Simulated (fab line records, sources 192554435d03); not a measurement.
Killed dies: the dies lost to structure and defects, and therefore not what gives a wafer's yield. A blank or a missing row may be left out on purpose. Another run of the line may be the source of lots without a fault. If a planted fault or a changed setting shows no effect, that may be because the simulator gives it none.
The tool behind it: which one? + flow n5-finfet + 10 lots with 28 wafers sampled at 8 steps, on a route of 1938 steps

== WHAT THE GAUGES READ, wafer by wafer ==
N5_BEOL_M4_RC_MEAS_101.
| lot  | measured     | on        | DIBL_N (mV/V)  | DIBL_P (mV/V)  | IOFF_N (nA/um) | IOFF_P (nA/um) | ION_N (uA/um) | ION_P (uA/um) | SS_N (mV/dec)  | SS_P (mV/dec)  | VT_N (mV)   | VT_P (mV)      |
|------|--------------|-----------|----------------|----------------|----------------|----------------|---------------|---------------|----------------|----------------|-------------|----------------|
| L659 | day 12 01:04 | prober-02 | 42.7 36.7 42.0 | 41.4 34.8 40.6 | 0.26 0.13 0.25 | 0.31 0.18 0.30 | 704 672 707   | 480 465 482   | 73.3 71.3 72.9 | 74.6 72.9 74.4 | 244 254 245 | -245 -254 -247 |
| L657 | day 12 07:17 | prober-01 | 36.6 38.5 40.1 | 36.6 38.0 42.1 | 0.17 0.20 0.26 | 0.24 0.25 0.36 | 669 675 688   | 464 460 471   | 72.1 72.3 72.8 | 72.7 73.1 73.9 | 249 248 243 | -245 -243 -241 |
| L661 | day 12 14:16 | prober-01 | 36.2 37.5 41.2 | 35.5 38.0 40.8 | 0.13 0.16 0.24 | 0.16 0.20 0.24 | 658 679 677   | 441 457 452   | 72.6 72.2 72.4 | 73.6 72.6 74.0 | 254 251 245 | -256 -254 -250 |
| L663 | day 13 17:27 | prober-01 | 38.0 36.3 39.2 | 39.8 37.5 41.1 | 0.20 0.16 0.23 | 0.25 0.21 0.26 | 684 684 700   | 466 469 471   | 72.1 72.1 72.5 | 75.0 73.8 75.4 | 244 252 245 | -250 -249 -248 |
| L666 | day 13 21:57 | prober-01 | 37.6 40.3 38.8 | 36.9 38.5 38.6 | 0.16 0.23 0.18 | 0.23 0.25 0.24 | 664 682 670   | 460 461 455   | 72.0 72.7 71.5 | 74.0 74.1 73.5 | 250 247 251 | -249 -245 -250 |
| L672 | day 15 08:53 | prober-01 | 40.9 37.4 37.9 | 40.7 36.3 36.6 | 0.22 0.16 0.16 | 0.30 0.22 0.22 | 692 676 679   | 477 468 471   | 72.4 71.1 71.7 | 74.6 73.8 73.2 | 244 248 250 | -242 -250 -249 |
| L674 | day 15 12:55 | prober-02 | 37.3 38.1      | 36.6 37.9      | 0.16 0.19      | 0.23 0.25      | 680 676       | 463 459       | 72.0 72.4      | 74.3 73.7      | 252 249     | -250 -246      |
| L671 | day 15 14:21 | prober-01 | 35.0 41.1      | 35.0 41.9      | 0.15 0.26      | 0.20 0.31      | 691 679       | 476 465       | 70.9 72.4      | 72.8 74.6      | 248 243     | -250 -243      |
| L675 | day 16 00:22 | prober-01 | 38.0 37.0 39.6 | 36.7 35.4 38.5 | 0.18 0.16 0.20 | 0.22 0.20 0.24 | 665 677 681   | 457 462 463   | 71.2 71.2 72.0 | 73.7 73.1 74.4 | 248 248 246 | -250 -249 -251 |
| L680 | day 17 18:26 | prober-02 | 36.5 33.3 36.9 | 36.5 31.9 37.3 | 0.16 0.12 0.19 | 0.26 0.17 0.26 | 662 680 686   | 460 463 475   | 71.5 70.8 72.2 | 73.6 73.0 74.0 | 250 248 248 | -245 -251 -246 |

N5_BEOL_M6_RS_MEAS_57: the measuring method here is four-point-probe.
| lot  | measured     | on            | M6_RS (ohm/sq)    |
|------|--------------|---------------|-------------------|
| L659 | day 13 05:26 | film-metro-02 | 0.295 0.293 0.292 |
| L657 | day 13 06:34 | film-metro-02 | 0.309 0.282 0.281 |
| L661 | day 13 14:38 | film-metro-01 | 0.284 0.289 0.283 |
| L663 | day 14 17:19 | film-metro-02 | 0.292 0.288 0.293 |
| L666 | day 14 19:31 | film-metro-02 | 0.278 0.294 0.269 |
| L672 | day 16 06:19 | film-metro-02 | 0.272 0.302 0.301 |
| L674 | day 16 09:34 | film-metro-02 | 0.283 0.285       |
| L671 | day 16 14:27 | film-metro-01 | 0.287 0.286       |
| L675 | day 16 20:12 | film-metro-01 | 0.285 0.295 0.284 |
| L680 | day 18 14:46 | film-metro-01 | 0.298 0.301 0.304 |

N5_BEOL_M7_CD_MEAS_11: target cd 38.5 nm.
| lot  | measured     | on        | cd-nm (nm)     |
|------|--------------|-----------|----------------|
| L659 | day 13 07:37 | cd-sem-03 | 39.3 38.7 39.0 |
| L657 | day 13 10:13 | cd-sem-01 | 39.6 38.8 38.7 |
| L661 | day 13 16:53 | cd-sem-03 | 39.3 38.1 38.9 |
| L663 | day 14 18:40 | cd-sem-01 | 45.7 45.8 45.8 |
| L666 | day 14 21:32 | cd-sem-03 | 44.2 44.6 45.0 |
| L672 | day 16 07:53 | cd-sem-01 | 38.1 38.0 37.9 |
| L674 | day 16 11:26 | cd-sem-02 | 38.2 37.6      |
| L671 | day 16 18:04 | cd-sem-02 | 37.8 38.4      |
| L675 | day 16 22:28 | cd-sem-02 | 39.2 39.6 40.1 |
| L680 | day 18 17:08 | cd-sem-03 | 39.5 38.6 38.8 |

N5_BEOL_M7_CD_MEAS_18: pitch 80 nm, target cd 40 nm.
| lot  | measured     | on        | cd-nm (nm)     |
|------|--------------|-----------|----------------|
| L659 | day 13 08:11 | cd-sem-03 | 41.3 40.5 40.7 |
| L657 | day 13 10:47 | cd-sem-01 | 40.7 40.4 39.8 |
| L661 | day 13 17:42 | cd-sem-03 | 40.7 40.2 40.6 |
| L663 | day 14 19:27 | cd-sem-02 | 46.4 47.2 47.6 |
| L666 | day 14 22:11 | cd-sem-02 | 45.7 46.4 46.9 |
| L672 | day 16 08:32 | cd-sem-03 | 39.6 40.1 39.7 |
| L674 | day 16 12:44 | cd-sem-03 | 39.8 39.3      |
| L671 | day 16 18:43 | cd-sem-01 | 39.6 39.2      |
| L675 | day 16 23:01 | cd-sem-02 | 41.3 41.4 41.4 |
| L680 | day 18 17:54 | cd-sem-01 | 41.4 41.0 40.4 |

N5_BEOL_M7_CD_MEAS_35: target cd 40 nm.
| lot  | measured     | on        | cd-nm (nm)     |
|------|--------------|-----------|----------------|
| L659 | day 13 10:29 | cd-sem-01 | 41.2 40.8 41.0 |
| L657 | day 13 13:02 | cd-sem-01 | 40.7 40.2 39.5 |
| L661 | day 13 19:40 | cd-sem-03 | 41.0 39.5 40.7 |
| L663 | day 14 20:37 | cd-sem-01 | 45.9 47.1 47.1 |
| L666 | day 14 23:42 | cd-sem-03 | 45.5 46.0 46.6 |
| L672 | day 16 12:01 | cd-sem-01 | 39.9 39.7 39.7 |
| L674 | day 16 13:56 | cd-sem-02 | 39.4 39.2      |
| L671 | day 16 19:51 | cd-sem-03 | 39.4 39.5      |
| L675 | day 17 01:04 | cd-sem-01 | 41.5 41.4 41.3 |
| L680 | day 18 20:00 | cd-sem-03 | 41.1 40.6 40.1 |

== TOOL THAT RAN EACH LOT (tool first, then ch and the chambers of the sampled wafers, then the start) ==
| lot  | N5_BEOL_M7_CURE_74            | N5_BEOL_M7_HM_DEP_02         | N5_BEOL_M7_EXPOSE_08               |
|------|-------------------------------|------------------------------|------------------------------------|
| L659 | uv-cure-03 ch 2, day 13 05:49 | pvd-sputter-02, day 13 07:05 | arfi-scanner-02 ch 0, day 13 07:30 |
| L657 | uv-cure-01 ch 2, day 13 07:01 | pvd-sputter-01, day 13 09:42 | arfi-scanner-03 ch 0, day 13 10:05 |
| L661 | uv-cure-02 ch 2, day 13 14:57 | pvd-sputter-02, day 13 16:21 | arfi-scanner-02 ch 0, day 13 16:46 |
| L663 | uv-cure-02 ch 2, day 14 17:31 | pvd-sputter-02, day 14 18:18 | arfi-scanner-02 ch 0, day 14 18:33 |
| L666 | uv-cure-02 ch 0, day 14 19:38 | pvd-sputter-03, day 14 21:10 | arfi-scanner-02 ch 0, day 14 21:25 |
| L672 | uv-cure-01 ch 2, day 16 06:26 | pvd-sputter-01, day 16 07:23 | arfi-scanner-01 ch 0, day 16 07:46 |
| L674 | uv-cure-02 ch 1, day 16 09:56 | pvd-sputter-03, day 16 11:03 | arfi-scanner-01 ch 0, day 16 11:19 |
| L671 | uv-cure-03 ch 2, day 16 15:32 | pvd-sputter-02, day 16 17:44 | arfi-scanner-01 ch 0, day 16 17:58 |
| L675 | uv-cure-03 ch 0, day 16 20:49 | pvd-sputter-03, day 16 21:57 | arfi-scanner-01 ch 0, day 16 22:20 |
| L680 | uv-cure-01 ch 2, day 18 15:02 | pvd-sputter-01, day 18 16:38 | arfi-scanner-01 ch 0, day 18 17:01 |
- N5_BEOL_M7_CURE_74: cures SiCOH lowk, time 240 s.
- N5_BEOL_M7_HM_DEP_02: deposits TiN, target thk 20 nm.
- N5_BEOL_M7_EXPOSE_08: exposes mask M7.

== WHAT THE TOOLS THEMSELVES READ (means of the sampled wafers that have a number; where no wafer has one, the mark that the record gives instead) ==
N5_BEOL_M7_CURE_74.
| lot  | tool       | lamp-power-pct (%) | wafer_temp_C_max |
|------|------------|--------------------|------------------|
| L659 | uv-cure-03 | 52.29              | 386.4            |
| L657 | uv-cure-01 | 52.30              | 385.7            |
| L661 | uv-cure-02 | 52.30              | 386.6            |
| L663 | uv-cure-02 | 52.33              | 386.3            |
| L666 | uv-cure-02 | 52.26              | 386.7            |
| L672 | uv-cure-01 | 52.28              | 386.2            |
| L674 | uv-cure-02 | 52.28              | 385.8            |
| L671 | uv-cure-03 | 52.21              | 386.8            |
| L675 | uv-cure-03 | 52.30              | 386.7            |
| L680 | uv-cure-01 | 52.35              | 386.3            |

N5_BEOL_M7_HM_DEP_02.
| lot  | tool           | throttle-valve-pct (%) |
|------|----------------|------------------------|
| L659 | pvd-sputter-02 | 30.3                   |
| L657 | pvd-sputter-01 | 31.1                   |
| L661 | pvd-sputter-02 | 30.6                   |
| L663 | pvd-sputter-02 | 29.9                   |
| L666 | pvd-sputter-03 | 29.7                   |
| L672 | pvd-sputter-01 | 30.7                   |
| L674 | pvd-sputter-03 | 29.4                   |
| L671 | pvd-sputter-02 | 29.6                   |
| L675 | pvd-sputter-03 | 30.0                   |
| L680 | pvd-sputter-01 | 30.2                   |

N5_BEOL_M7_EXPOSE_08.
| lot  | tool            | exposure-dose-mJ-cm2 |
|------|-----------------|----------------------|
| L659 | arfi-scanner-02 | 68.22                |
| L657 | arfi-scanner-03 | 68.29                |
| L661 | arfi-scanner-02 | 68.19                |
| L663 | arfi-scanner-02 | 78.13                |
| L666 | arfi-scanner-02 | 76.15                |
| L672 | arfi-scanner-01 | 68.23                |
| L674 | arfi-scanner-01 | 68.19                |
| L671 | arfi-scanner-01 | 68.20                |
| L675 | arfi-scanner-01 | 68.22                |
| L680 | arfi-scanner-01 | 68.23                |

== THE ANSWER, worked out from the rows above alone ==
Rule: what is usual is taken from the lots themselves. Put in order of their means at a reading, lots are off if they are a third of the lots or fewer, leave a main group of 4 or more, and stand apart from it by a gap of 3 or more times the standard deviation of the main group's means; of several such gaps the widest counts. Not used: any main group whose means are identical at the precision the tables above print for the reading. Also off: a lot with no number at a reading for which 4 or more lots have one. All remaining lots with rows at the step are treated as sound. Order of review: gauges by route order, followed by the tools' own readings, for which a lot's mean as printed above is used. At the first step where some lot is off, the reading lying furthest off is the one used; lots without a number count as furthest.
Off: L663, L666 (N5_BEOL_M7_CD_MEAS_11, cd-nm). The main group: mean 38.7 nm, standard deviation 0.57.
If a tool, at a process step before that reading, ran all the lots that are off and no sound lot after the first of them, it fits. The gauges at N5_BEOL_M7_CD_MEAS_11 aren't tried: what is off there is off at N5_BEOL_M7_CD_MEAS_18 too, on other tools, and a gauge's error can't cause that. One candidate fits, namely arfi-scanner-02 at N5_BEOL_M7_EXPOSE_08. A fault onset in the window from L661 (day 13 16:46, its last sound lot) to L663 (day 14 18:33, its first lot off) fits.
On the lots that are off, the tool's own readings at N5_BEOL_M7_EXPOSE_08 differ by more than 5 times the standard deviation of the sound lots' means, which bears it out; exposure-dose-mJ-cm2 reads 77.14 there versus 68.22 on the sound lots.

== WHAT HAD BEEN PUT IN BY THE SIMULATOR ==
Process parameter drift: arfi-scanner-02, from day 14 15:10 on, at N5_BEOL_M7_EXPOSE_08. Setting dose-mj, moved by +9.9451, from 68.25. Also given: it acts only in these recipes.
Lots struck among those shown: L663, L666. The rule above found the same.
